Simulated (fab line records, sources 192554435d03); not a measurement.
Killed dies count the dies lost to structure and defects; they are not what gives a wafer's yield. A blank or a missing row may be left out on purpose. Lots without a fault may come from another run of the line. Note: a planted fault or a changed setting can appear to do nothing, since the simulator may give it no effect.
Chamber matching ; flow n5 finfet ; cvd co-02 running N5_BEOL_M5_PRE_CLEAN_77: 3 sister chambers
The step time 15 s. 6 wafers are shown with their chamber, then 8 later ones without.

## EACH WAFER AND ITS CHAMBER
wafer;chamber;heater power w (W)
L533.5;1;91
L537.3;1;89
L539.2;2;81
L539.4;0;109
L539.5;2;82
L528.1;0;107

## WAFERS MISSING THEIR CHAMBER
wafer;heater power w (W)
L528.2;82
L528.6;80
L546.1;82
L546.2;82
L546.6;83
L545.1;85
L545.3;80
L545.6;80

## WHICH CHAMBER EACH WENT THROUGH
wafer;from the rows above;in truth
L528.2;2;2
L528.6;2;2
L546.1;2;2
L546.2;2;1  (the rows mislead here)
L546.6;2;2
L545.1;can't be placed: 2 or 1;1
L545.3;2;2
L545.6;2;2
6 of 8 placed correctly. Cannot be placed on the basis of these rows: 1; the candidates contain the true chamber in 1. 1 placed wrongly.
How it was worked out, from the rows above alone: a wafer's distance from a chamber is the root of the sum, over the readings, of the square of ((its reading less the chamber's mean) divided by the reading's scatter). If the next closest chamber is less than 2 further off than the closest, the wafer can't be placed; otherwise it belongs to the closest. The mean given for a chamber averages the wafers shown for that chamber. The scatter: take each reading less its chamber's mean, square it, sum over the shown wafers, divide by the number of wafers less the number of chambers, and take the root.
